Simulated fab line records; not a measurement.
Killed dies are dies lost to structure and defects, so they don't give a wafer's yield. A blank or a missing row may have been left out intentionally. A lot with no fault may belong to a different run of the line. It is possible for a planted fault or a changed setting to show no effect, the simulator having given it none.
One fault through the eyes of 2 desks ; flow n5 finfet ; each desk holds nothing but its own numbers, with what lay behind them at the end

== AT THE METROLOGY DESK ==
Means of the sampled wafers that have a number, per lot and without regard to the tool the lot ran on: this is what the gauges read. A lot is out of limits, marked OUT, if its mean lies more than 4 standard deviations from the usual mean; the brackets give that distance. Shown here are 7 of its 11 readings, the ones lying furthest out on some lot.
Columns: A = trench depth nm at N5_BEOL_M0_OCD_MEAS_108, usual 33.0 nm; B = DIBL_P at N5_BEOL_M4_RC_MEAS_101, usual 36.5 mV/V; C = IOFF_N at N5_BEOL_M4_RC_MEAS_101, usual 0.158 nA/um; D = ION_N at N5_BEOL_M4_RC_MEAS_101, usual 675 uA/um; E = ION_P at N5_BEOL_M4_RC_MEAS_101, usual 464 uA/um; F = SS_N at N5_BEOL_M4_RC_MEAS_101, usual 71.5 mV/dec; G = VT_P at N5_BEOL_M4_RC_MEAS_101, usual -250 mV
lot;first seen here;A;B;C;D;E;F;G
L923;day 5 22:10;33.0;37.4;0.161;679;463;71.5;-249
L925;day 6 10:01;33.5;34.4;0.128;663;456;71.2;-254
L928;day 7 01:41;33.0;36.2;0.148;667;456;70.7;-250
L930;day 7 18:36;33.0;35.8;0.138;674;467;71.6;-248
L935;day 8 23:26;33.5;35.6;0.152;668;453;71.0;-253
L939;day 9 21:30;33.0;35.5;0.140;681;460;70.9;-254
L940;day 10 06:55;32.8;37.4;0.174;668;460;72.6;-252
L941;day 10 20:16;33.6;37.5;0.173;698;477;71.8;-248
L944;day 11 03:02;33.6;36.8;0.166;673;461;71.4;-252
L946;day 11 10:55;33.4;36.8;0.179;677;467;72.2;-248
Finding of this desk: none of the 10 lots has anything out of limits.

== THE TOOL OWNER'S DESK: ald metal-02 ==
The tool's own readings at N5_BEOL_M0_ALD_136 (deposits TaN, pulse time 2 s, purge time 3 s, co reactant purge time 2 s): means of the sampled wafers that have a number, for each lot that ran on this tool. A lot is out of limits, marked OUT, if its mean lies more than 4 standard deviations from the usual mean; the brackets give that distance.
Columns: A = chamber pressure Torr at N5_BEOL_M0_ALD_136, usual 3.001 Torr; B = heater power outer w at N5_BEOL_M0_ALD_136, usual 238 W; C = heater power w at N5_BEOL_M0_ALD_136, usual 418 W; D = mfc carrier sccm at N5_BEOL_M0_ALD_136, usual 1500 sccm; E = precursor vessel carrier sccm at N5_BEOL_M0_ALD_136, usual 1000.1 sccm; F = susceptor temp C at N5_BEOL_M0_ALD_136, usual 274.98 C
lot;first seen here;A;B;C;D;E;F
L923;day 5 23:13;3.010;237;420;1502;999.6;274.89
L930;day 7 19:43;2.996;241;426;1499;996.6;274.86
L935;day 9 00:15;2.998;242;425;1502;1000.9;274.75
L939;day 9 21:53;2.998;236;424;1502;1003.9;275.16
L940;day 10 07:51;2.995;246;411;1504;1001.6;274.78
L941;day 10 21:20;3.003;236;418;1498;1001.0;274.88
Finding of this desk: none of the 6 lots has anything out of limits.

== BROUGHT TOGETHER ==
At the metrology desk, nothing out of limits was observed.
The tool owner's desk saw nothing out of limits.

== WHAT HAD BEEN PUT IN BY THE SIMULATOR ==
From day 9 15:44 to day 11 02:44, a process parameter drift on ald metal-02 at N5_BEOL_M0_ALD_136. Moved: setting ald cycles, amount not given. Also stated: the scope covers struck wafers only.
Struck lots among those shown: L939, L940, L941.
